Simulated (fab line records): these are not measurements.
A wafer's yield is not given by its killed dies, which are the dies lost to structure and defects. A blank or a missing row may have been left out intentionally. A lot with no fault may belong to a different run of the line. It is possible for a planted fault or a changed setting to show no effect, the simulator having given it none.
fab line records	flow n5-finfet
[record] lots = 12	wafers = 32	last-day = 17
route steps=1938 shown BEOL_M3@999 BEOL_M4@1025 PASSIVATION@1936
lots that met no fault: from a run of the same line without faults
start-h: start of the lot's first displayed wafer, in hours after the record's first day	wait-h: hours since the lot's step before	" repeats the value in the row above	L1.1+2: a single row standing in for several wafers	- either no value or no given start	* or withheld: withheld	< > ~ a bound
route shown NAME@n: names a module that has steps shown in the file, with the first one's number in the route	usual: average and standard deviation across the fault-free wafers	same: alike in all rows	chamber/n: place in a boat	sites: readings site by site	_std_site: standard deviation of those values	_edge_site: the outer-site mean with the inner-site mean subtracted	radius-mm: how far each site lies from the wafer's centre	mask NAME#n: copy n	behind: the last tool/chamber to shape the wafer	hold: why the lot was held/for how many hours/how that ended	device: whichever transistor did not switch (one of n, p or np)	end of line: tests run on the same wafers once the route is complete	a step with no rows: only its recipe	killed: the dies lost at the first sort to structure and to defects; this is not the yield of the wafer	map: a wafer's dies, marking killed ones x, the rest . and places with no die _
set.NAME: the setting as run; set.NAME@STEP: as run at that earlier step	model.NAME: the simulator's own value behind a step, which no gauge read
the route's steps for a sample of lots (tables are steps, rows are wafers)
services: the hour from which a tool's chamber was out of use, counted from the record's first day as start-h (under 0 if before that day), plus the number of hours and why
[[steps]]
[step N5_BEOL_M3_ANNEAL_82]
[recipe] temp-c = 400	time-s = 240	ambient = vacuum
[usual] heater-power-w = 848/98
lot.wafer	tool	chamber	start-h	wait-h	heater-power-w
L519.2	pvd-sputter-02	-	164.99	0.0	795
L519.5	"	-	"	"	785
L520.3	pvd-sputter-02	-	168.89	0.0	841
L520.5	"	-	"	"	791
L520.6	"	-	"	"	817
L522.2	pvd-sputter-01	-	169.98	0.0	892
L522.4	"	-	"	"	656
L522.6	"	-	"	"	839
L523.3	pvd-sputter-01	-	188.07	0.0	989
L523.4	"	-	"	"	880
L523.6	"	-	"	"	892
L528.4	pvd-sputter-01	-	212.62	0.0	1001
L528.5	"	-	"	"	870
L527.2	pvd-sputter-01	-	220.42	0.0	970
L527.5	"	-	"	"	834
L532.1	pvd-sputter-01	-	229.59	0.0	666
L532.5	"	-	"	"	886
L535.2	pvd-sputter-03	-	260.83	0.0	818
L535.3	"	-	"	"	899
L535.6	"	-	"	"	876
L538.1	pvd-sputter-03	-	268.45	0.0	920
L538.2	"	-	"	"	845
L538.5	"	-	"	"	916
L540.1	pvd-sputter-01	-	282.90	0.0	839
L540.3	"	-	"	"	1000
L540.4	"	-	"	"	900
L541.1	pvd-sputter-02	-	292.98	0.0	976
L541.3	"	-	"	"	776
L541.4	"	-	"	"	813
L542.2	pvd-sputter-03	-	297.18	0.0	815
L542.4	"	-	"	"	928
L542.5	"	-	"	"	813
[step N5_BEOL_M3_SPUTTER_86]
[recipe] material = Cu	target-thk-a = 45	temp-c = -20	chamber-pressure-pa = 0.07	power-w = withheld	time-s = 8.29
[usual] chuck-sensor-temp-C = -16.1/0.54	throttle-valve-pct = 29.8/1.4
lot.wafer	tool	chamber	start-h	wait-h	chuck-sensor-temp-C	throttle-valve-pct
L519.2	pvd-sputter-02	-	165.13	0.1	-16.5	28.3
L519.5	"	-	"	"	-16.3	28.4
L520.3	pvd-sputter-02	-	169.03	0.1	-15.5	29.4
L520.5	"	-	"	"	-16.4	28.4
L520.6	"	-	"	"	-15.7	29.5
L522.2	pvd-sputter-01	-	170.12	0.1	-16.1	29.0
L522.4	"	-	"	"	-16.4	31.2
L522.6	"	-	"	"	-16.9	32.1
L523.3	pvd-sputter-01	-	188.21	0.1	-16.4	27.4
L523.4	"	-	"	"	-16.1	29.0
L523.6	"	-	"	"	-16.0	29.0
L528.4	pvd-sputter-01	-	212.76	0.1	-16.2	27.6
L528.5	"	-	"	"	-16.2	29.0
L527.2	pvd-sputter-01	-	220.56	0.1	-16.5	27.4
L527.5	"	-	"	"	-16.5	32.0
L532.1	pvd-sputter-01	-	229.73	0.1	-16.4	30.9
L532.5	"	-	"	"	-16.1	29.0
L535.2	pvd-sputter-03	-	260.97	0.1	-15.1	30.6
L535.3	"	-	"	"	-15.4	29.3
L535.6	"	-	"	"	-15.4	29.3
L538.1	pvd-sputter-03	-	268.59	0.1	-15.5	29.2
L538.2	"	-	"	"	-15.7	30.2
L538.5	"	-	"	"	-15.4	29.2
L540.1	pvd-sputter-01	-	283.04	0.1	-16.7	31.7
L540.3	"	-	"	"	-16.3	27.8
L540.4	"	-	"	"	-16.1	28.9
L541.1	pvd-sputter-02	-	293.12	0.1	-17.0	29.8
L541.3	"	-	"	"	-15.4	31.5
L541.4	"	-	"	"	-16.4	28.5
L542.2	pvd-sputter-03	-	297.32	0.1	-15.2	30.5
L542.4	"	-	"	"	-16.5	29.0
L542.5	"	-	"	"	-15.2	30.5
[step N5_BEOL_M3_THK_MEAS_53]
[recipe] thk-meas-gauge = xrf	reads = Cu_of_BEOL_M3_ECD_50
[usual] M3_THK = 40.1/1.6
lot.wafer	tool	chamber	start-h	wait-h	M3_THK[nm]
L519.2	film-metro-01	-	167.02	-	39.7
L519.5	"	-	"	"	41.5
L520.3	film-metro-02	-	170.92	-	42.5
L520.5	"	-	"	"	42.1
L520.6	"	-	"	"	43.8
L522.2	film-metro-02	-	172.01	-	44.1
L522.4	"	-	"	"	42.4
L522.6	"	-	"	"	45.0
L523.3	film-metro-02	-	190.10	-	38.9
L523.4	"	-	"	"	40.8
L523.6	"	-	"	"	40.7
L528.4	film-metro-02	-	214.67	-	37.6
L528.5	"	-	"	"	39.8
L527.2	film-metro-02	-	222.53	-	39.5
L527.5	"	-	"	"	42.5
L532.1	film-metro-02	-	231.61	-	36.0
L532.5	"	-	"	"	38.4
L535.2	film-metro-01	-	262.88	-	37.5
L535.3	"	-	"	"	37.5
L535.6	"	-	"	"	39.7
L538.1	film-metro-01	-	271.07	-	38.9
L538.2	"	-	"	"	38.6
L538.5	"	-	"	"	37.9
L540.1	film-metro-02	-	286.24	-	39.6
L540.3	"	-	"	"	39.9
L540.4	"	-	"	"	42.8
L541.1	film-metro-02	-	295.00	-	39.4
L541.3	"	-	"	"	41.1
L541.4	"	-	"	"	42.3
L542.2	film-metro-02	-	299.45	-	39.9
L542.4	"	-	"	"	40.0
L542.5	"	-	"	"	38.9
[step N5_BEOL_M4_COAT_61]
[recipe] resist = SOC	temp-c = 250	time-s = 60	spin-rpm = 1500	resist-thk-nm = 60
[usual] run-length-s = 66.22/0.15
lot.wafer	tool	chamber	start-h	wait-h	run-length-s
L519.2	litho-track-01	0	168.36	0.1	66.22
L519.5	"	0	"	"	66.30
L520.3	litho-track-01	0	171.56	0.1	66.23
L520.5	"	0	"	"	66.42
L520.6	"	0	"	"	66.37
L522.2	litho-track-02	0	174.21	0.1	66.46
L522.4	"	0	"	"	66.18
L522.6	"	0	"	"	66.09
L523.3	litho-track-01	0	191.44	0.1	66.29
L523.4	"	0	"	"	66.29
L523.6	"	0	"	"	66.17
L528.4	litho-track-01	0	216.11	0.1	66.30
L528.5	"	0	"	"	76.43
L527.2	litho-track-01	0	224.17	0.1	76.46
L527.5	"	0	"	"	76.41
L532.1	litho-track-01	0	233.08	0.1	66.38
L532.5	"	0	"	"	76.57
L535.2	litho-track-02	0	263.56	0.1	66.36
L535.3	"	0	"	"	66.09
L535.6	"	0	"	"	66.20
L538.1	litho-track-04	0	272.08	0.1	66.00
L538.2	"	0	"	"	66.24
L538.5	"	0	"	"	66.06
L540.1	litho-track-04	0	290.84	0.1	66.03
L540.3	"	0	"	"	66.06
L540.4	"	0	"	"	66.19
L541.1	litho-track-04	0	296.19	0.1	66.02
L541.3	"	0	"	"	66.00
L541.4	"	0	"	"	66.49
L542.2	litho-track-02	0	300.06	0.1	66.32
L542.4	"	0	"	"	66.54
L542.5	"	0	"	"	66.44
[step N5_BEOL_M4_RC_MEAS_101]
[usual] DIBL_N = 36.9/1.6	DIBL_P = 37.1/2	IOFF_N = 0.17/0.032	IOFF_P = 0.22/0.036	ION_N = 674/12	ION_P = 463/7.8	SS_N = 71.7/0.63	SS_P = 73.5/0.62	VT_N = 249/3.3	VT_P = -250/3.5
lot.wafer	tool	chamber	start-h	wait-h	DIBL_N[mV/V]	DIBL_P[mV/V]	IOFF_N[nA/um]	IOFF_P[nA/um]	ION_N[uA/um]	ION_P[uA/um]	SS_N[mV/dec]	SS_P[mV/dec]	VT_N[mV]	VT_P[mV]
L519.2	prober-01	0	179.83	0.2	36.2	35.7	0.16	0.21	685	463	72.0	73.2	248	-251
L519.5	"	0	"	"	38.1	38.2	0.20	0.25	693	468	72.9	74.0	245	-246
L520.3	prober-02	0	188.90	0.3	36.8	37.8	0.15	0.27	664	466	71.3	73.3	252	-245
L520.5	"	0	"	"	36.7	36.2	0.15	0.24	649	462	71.9	73.0	251	-247
L520.6	"	0	"	"	37.8	37.1	0.17	0.25	666	466	71.1	73.1	249	-244
L522.2	prober-01	0	195.17	0.2	38.6	39.4	0.20	0.29	679	469	71.8	74.3	247	-246
L522.4	"	0	"	"	36.9	39.0	0.18	0.29	689	474	72.1	73.9	249	-246
L522.6	"	0	"	"	35.1	35.2	0.14	0.21	664	464	71.2	73.3	252	-248
L523.3	prober-01	0	206.15	0.3	34.7	36.2	0.13	0.19	656	462	70.8	73.8	253	-251
L523.4	"	0	"	"	38.3	39.0	0.18	0.22	672	457	72.0	74.0	249	-251
L523.6	"	0	"	"	35.0	35.9	0.14	0.18	665	463	70.9	73.2	251	-252
L528.4	prober-02	0	229.60	0.7	35.6	38.5	0.16	0.23	687	467	70.9	73.9	250	-251
L528.5	"	0	"	"	38.5	39.7	0.21	0.26	678	465	71.1	74.3	249	-250
L527.2	prober-01	0	236.71	0.2	35.6	37.6	0.16	0.21	676	466	71.0	73.9	250	-249
L527.5	"	0	"	"	35.7	37.9	0.16	0.22	674	458	71.9	73.2	250	-252
L532.1	prober-01	0	241.76	0.0	37.2	38.2	0.17	0.24	681	473	71.6	73.7	248	-249
L532.5	"	0	"	"	36.7	37.3	0.16	0.22	685	474	71.9	72.7	249	-252
L535.2	prober-01	0	275.53	0.2	36.4	39.1	0.17	0.25	680	473	72.1	74.0	253	-248
L535.3	"	0	"	"	36.5	37.9	0.18	0.23	679	461	71.7	74.3	249	-249
L535.6	"	0	"	"	36.6	37.2	0.16	0.21	676	460	71.1	74.2	254	-254
L538.1	prober-01	0	280.97	0.1	36.1	33.3	0.14	0.20	668	458	70.9	72.6	251	-249
L538.2	"	0	"	"	41.5	40.4	0.26	0.34	700	481	71.9	74.8	243	-241
L538.5	"	0	"	"	36.2	33.7	0.14	0.20	674	465	71.4	72.5	251	-247
L540.1	prober-01	0	300.02	0.0	36.6	38.6	0.18	0.22	679	459	72.4	73.8	250	-249
L540.3	"	0	"	"	37.0	40.2	0.19	0.25	675	459	72.4	74.0	248	-252
L540.4	"	0	"	"	37.5	40.7	0.20	0.27	683	468	72.8	74.1	246	-247
L541.1	prober-01	0	302.13	0.0	36.7	34.9	0.18	0.25	682	472	71.2	73.7	246	-246
L541.3	"	0	"	"	35.1	32.2	0.14	0.20	667	464	71.7	72.9	253	-249
L541.4	"	0	"	"	38.2	36.6	0.19	0.27	673	466	72.0	73.8	248	-245
L542.2	prober-01	0	310.08	0.2	36.4	37.4	0.16	0.24	676	469	71.2	73.3	247	-245
L542.4	"	0	"	"	37.4	38.7	0.17	0.25	677	467	70.5	73.9	249	-247
L542.5	"	0	"	"	34.4	35.7	0.12	0.21	664	467	71.0	72.7	255	-249
[step N5_PASSIVATION_PROBE_49]
[usual] defect-limited-yield = 90.9/1.6	killed_at_M0_to_M3 = 34/11	killed_at_M4_up = 14/5.7	killed-at-contacts = 13/6.5	killed-at-front-end = 43/11	killed-at-other = 4/3.1	killed-dies = 107/19	killed-on-rim = 14/3.9	killed-open = 71/14	killed-short = 35/7.9	sort_bin_5_function = 5.3/1.1	sort_bin_6_memory = 3.4/0.74	sort_bin_8_speed = 0.00/0.014	sort-n-pass = 1073/19
[same] gross-dies = 1180	killed-at-back-side = 0	sort_bin_4_leakage[%] = 0
lot.wafer	tool	chamber	start-h	wait-h	defect-limited-yield[%]	killed_at_M0_to_M3	killed_at_M4_up	killed-at-contacts	killed-at-front-end	killed-at-other	killed-dies	killed-on-rim	killed-open	killed-short	sort_bin_5_function[%]	sort_bin_6_memory[%]	sort_bin_8_speed[%]	sort-n-pass
L520.3	prober-02	-	292.12	0.1	90.1	38	17	9	51	2	117	12	71	45	6.2	3.4	0	1063
L520.5	prober-02	-	292.22	0.2	91.2	48	13	6	29	8	104	14	62	42	4.7	3.8	0	1076
L520.6	prober-02	-	292.27	0.3	92.2	37	11	6	36	2	92	12	67	24	4.7	3.0	0	1088
L522.2	prober-02	-	302.77	0.1	89.3	43	19	19	44	1	126	17	83	42	6.0	4.1	0	1054
L522.4	prober-02	-	302.87	0.2	87.4	51	14	12	71	1	149	24	83	64	7.8	4.4	0	1031
L522.6	prober-02	-	302.97	0.3	91.4	49	9	5	35	4	102	11	71	30	6.2	2.3	0	1078
L523.3	prober-02	-	310.36	0.1	89.7	39	9	12	60	1	121	15	81	39	6.0	3.6	0	1059
L523.4	prober-02	-	310.41	0.2	90.5	32	19	13	46	2	112	12	76	35	4.8	4.4	0	1068
L523.6	prober-02	-	310.51	0.3	91.4	26	5	14	46	11	102	10	65	30	4.4	3.8	0	1078
L527.2	prober-01	-	345.71	0.1	88.5	28	21	21	60	6	136	20	94	42	6.5	4.6	0	1044
L527.5	prober-01	-	345.86	0.2	90.8	29	10	20	44	5	108	12	73	35	5.0	3.6	0	1072
L532.1	prober-02	-	349.92	0.0	86.6	66	17	19	51	5	158	21	107	50	8.7	4.2	0	1022
L532.5	prober-02	-	350.12	0.2	92.2	29	12	12	38	1	92	8	69	22	3.8	3.6	0	1088
L535.2	prober-02	-	380.29	0.8	89.7	30	13	8	68	2	121	16	89	31	6.4	3.8	0	1059
L535.3	prober-02	-	380.34	0.9	88.8	31	18	9	64	10	132	19	81	49	6.4	4.4	0	1048
L535.6	prober-02	-	380.49	1.0	90.5	26	14	5	67	0	112	15	79	32	6.0	3.1	0	1068
// killed by level:class
L520.3 FIN_SAQP:geometric-particle:short=20 FIN_SAQP:geometric-particle:open=13 BEOL_M0_SAQP:geometric-particle:short=12 BEOL_M0_SAQP:geometric-particle:open=10 MOL_CONTACT_COAG:geometric-particle:open=7 DUMMY_GATE:geometric-particle:open=6 BEOL_M1:geometric-particle:open=6 STI_FIN_REVEAL:geometric-particle:open=5
L520.5 BEOL_M0_SAQP:geometric-particle:open=17 BEOL_M0_SAQP:geometric-particle:short=13 BEOL_M1:geometric-particle:open=9 MOL_CONTACT_COAG:geometric-particle:open=6 GATE_CUT:geometric-particle:short=5 BEOL_M4:geometric-particle:open=5 FIN_SAQP:geometric-particle:open=4 GATE_CUT:geometric-particle:open=4
L520.6 FIN_SAQP:geometric-particle:open=13 BEOL_M0_SAQP:geometric-particle:short=11 BEOL_M0_SAQP:geometric-particle:open=11 MOL_CONTACT_COAG:geometric-particle:open=5 BEOL_M2:geometric-particle:open=5 STARTING-WAFER:geometric-particle:open=5 FIN_SAQP:geometric-particle:short=4 BEOL_M1:geometric-particle:open=4
L522.2 MOL_CONTACT_COAG:geometric-particle:open=16 BEOL_M0_SAQP:geometric-particle:short=11 FIN_SAQP:geometric-particle:open=10 BEOL_M3:geometric-particle:open=10 BEOL_M4:geometric-particle:open=10 BEOL_M0_SAQP:geometric-particle:open=9 FIN_SAQP:geometric-particle:short=8 DUMMY_GATE:geometric-particle:open=6
L522.4 BEOL_M0_SAQP:geometric-particle:open=14 BEOL_M0_SAQP:geometric-particle:short=12 ILD0:geometric-particle:short=11 BEOL_M2:geometric-particle:open=11 MOL_CONTACT_COAG:geometric-particle:open=10 FIN_SAQP:geometric-particle:short=8 GATE_CUT:geometric-particle:open=7 BEOL_M2:geometric-particle:short=7
L522.6 BEOL_M0_SAQP:geometric-particle:open=13 BEOL_M0_SAQP:geometric-particle:short=11 BEOL_M1:geometric-particle:open=8 FIN_SAQP:geometric-particle:open=7 STI_FIN_REVEAL:geometric-particle:open=7 BEOL_M2:geometric-particle:open=7 DUMMY_GATE:geometric-particle:open=6 GATE_CUT:geometric-particle:short=4
L523.3 FIN_SAQP:geometric-particle:short=12 BEOL_M0_SAQP:geometric-particle:open=12 BEOL_M1:geometric-particle:open=12 FIN_SAQP:geometric-particle:open=11 STI_FIN_REVEAL:geometric-particle:open=11 MOL_CONTACT_COAG:geometric-particle:open=9 GATE_CUT:geometric-particle:short=8 GATE_CUT:geometric-particle:open=5
L523.4 STI_FIN_REVEAL:geometric-particle:open=13 MOL_CONTACT_COAG:geometric-particle:open=11 FIN_SAQP:geometric-particle:open=8 FIN_SAQP:geometric-particle:short=8 BEOL_M4:geometric-particle:open=8 BEOL_M0_SAQP:geometric-particle:open=6 ILD0:geometric-particle:short=5 BEOL_M1:geometric-particle:short=5
L523.6 FIN_SAQP:geometric-particle:open=17 BEOL_M0_SAQP:geometric-particle:open=10 STI_FIN_REVEAL:geometric-particle:open=9 MOL_CONTACT_COAG:geometric-particle:open=8 FIN_SAQP:geometric-particle:short=7 BEOL_M3:geometric-particle:open=6 PASSIVATION:area-etch=6 MOL_CONTACT_COAG:geometric-particle:short=5
L527.2 FIN_SAQP:geometric-particle:open=30 MOL_CONTACT_COAG:geometric-particle:open=19 FIN_SAQP:geometric-particle:short=11 BEOL_M4:geometric-particle:open=11 BEOL_M2:geometric-particle:open=6 BEOL_M2:geometric-particle:short=5 BEOL_M0_SAQP:geometric-particle:short=5 BEOL_M1:geometric-particle:open=5
L527.5 MOL_CONTACT_COAG:geometric-particle:open=16 BEOL_M2:geometric-particle:open=13 FIN_SAQP:geometric-particle:open=12 FIN_SAQP:geometric-particle:short=7 STI_FIN_REVEAL:geometric-particle:open=7 GATE_CUT:geometric-particle:short=7 BEOL_M4:geometric-particle:open=5 MOL_CONTACT_COAG:geometric-particle:short=4
L532.1 BEOL_M0_SAQP:geometric-particle:short=21 STI_FIN_REVEAL:geometric-particle:open=19 BEOL_M0_SAQP:geometric-particle:open=19 MOL_CONTACT_COAG:geometric-particle:open=15 BEOL_M4:geometric-particle:open=14 BEOL_M3:geometric-particle:open=10 DUMMY_GATE:geometric-particle:open=8 FIN_SAQP:geometric-particle:open=7
L532.5 STI_FIN_REVEAL:geometric-particle:open=11 MOL_CONTACT_COAG:geometric-particle:open=10 FIN_SAQP:geometric-particle:open=9 BEOL_M3:geometric-particle:open=8 BEOL_M1:geometric-particle:open=6 GATE_CUT:geometric-particle:short=4 GATE_CUT:geometric-particle:open=4 BEOL_M0_SAQP:geometric-particle:short=4
L535.2 FIN_SAQP:geometric-particle:open=26 STI_FIN_REVEAL:geometric-particle:open=15 FIN_SAQP:geometric-particle:short=11 MOL_CONTACT_COAG:geometric-particle:open=8 BEOL_M0_SAQP:geometric-particle:short=8 BEOL_M0_SAQP:geometric-particle:open=7 BEOL_M2:geometric-particle:open=7 BEOL_M4:geometric-particle:open=5
L535.3 FIN_SAQP:geometric-particle:short=17 STI_FIN_REVEAL:geometric-particle:open=12 BEOL_M2:geometric-particle:open=11 BEOL_M0_SAQP:geometric-particle:open=10 FIN_SAQP:geometric-particle:open=8 BEOL_M4:geometric-particle:open=8 DUMMY_GATE:geometric-particle:open=7 MOL_CONTACT_COAG:geometric-particle:open=6
L535.6 STI_FIN_REVEAL:geometric-particle:open=19 FIN_SAQP:geometric-particle:short=11 BEOL_M2:geometric-particle:open=10 FIN_SAQP:geometric-particle:open=9 DUMMY_GATE:geometric-particle:open=8 BEOL_M0_SAQP:geometric-particle:open=7 BEOL_M0_SAQP:geometric-particle:short=6 STARTING-WAFER:geometric-particle:open=6
[[services]]
tool	chamber	start-h	hours	kind
pvd-sputter-01	-	149.90	7.8	repair
pvd-sputter-01	-	175.05	0.9	repair
[[key]]
[first-sign] step = N5_BEOL_M4_COAT_61	reading = run-length-s	direction = up	sigmas = 69	usual = *	struck = *
effect none on later readings
met-at N5_BEOL_M4_COAT_61
struck-lots L527,L528,L532
struck-wafers L527.2,L527.5,L528.5,L532.5
not-acting-at N5_BEOL_M3_ANNEAL_82,N5_BEOL_M3_SPUTTER_86,N5_BEOL_M3_THK_MEAS_53
onset-between 191.44 216.11
[fault] kind = process-parameter-drift	tool = litho-track-01	chamber = -	onset-h = 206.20	steps = N5_BEOL_M4_COAT_61	channel = time-s	offset = *	shape = step	end-h = 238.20	scope = struck-wafers-only	acts-in = *	stated = *
